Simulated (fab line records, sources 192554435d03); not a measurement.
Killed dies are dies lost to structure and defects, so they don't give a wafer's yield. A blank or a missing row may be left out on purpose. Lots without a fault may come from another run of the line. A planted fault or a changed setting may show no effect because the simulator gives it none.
Chamber matching | flow n5_finfet | N5_MOL_CONTACT_COAG_VIA_ETCH_117 on rie_diel-05: 4 sister chambers
The step etches SiO2 in C4F6/O2, target depth 40 nm, overetch 8 nm, time 26 s. 4 wafers are shown with their chamber, then 9 later ones without.

WAFERS WITH THEIR CHAMBER
wafer  | chamber | rf_vpp_V (V)
L079.2 | 2       | 1597
L085.1 | 1       | 1647
L085.2 | 3       | 1625
L085.3 | 0       | 1563

WAFERS WITHOUT THEIR CHAMBER
wafer  | rf_vpp_V (V)
L087.2 | 1596
L087.3 | 1622
L087.4 | 1647
L090.1 | 1647
L090.2 | 1563
L090.3 | 1624
L091.1 | 1596
L091.5 | 1564
L091.6 | 1647

WHICH CHAMBER EACH WENT THROUGH
wafer  | from the rows above | in truth
L087.2 | 2                   | 2
L087.3 | 3                   | 3
L087.4 | 1                   | 1
L090.1 | 1                   | 1
L090.2 | 0                   | 0
L090.3 | 3                   | 3
L091.1 | 2                   | 2
L091.5 | 0                   | 0
L091.6 | 1                   | 1
Placed correctly: 9 of 9. Can't be placed from these rows: 0. Placed wrongly: 0.
How it was worked out, from the rows above alone: a wafer's distance from a chamber is the root of the sum, over the readings, of the square of ((its reading less the chamber's mean) divided by the reading's scatter). The wafer belongs to the nearest chamber; if the next one is less than 2 further off, it can't be placed. A chamber's mean is the mean of its shown wafers. The scatter: with one shown wafer a chamber, the root of the mean of the squares of how far each hidden wafer lies from its nearest shown one.
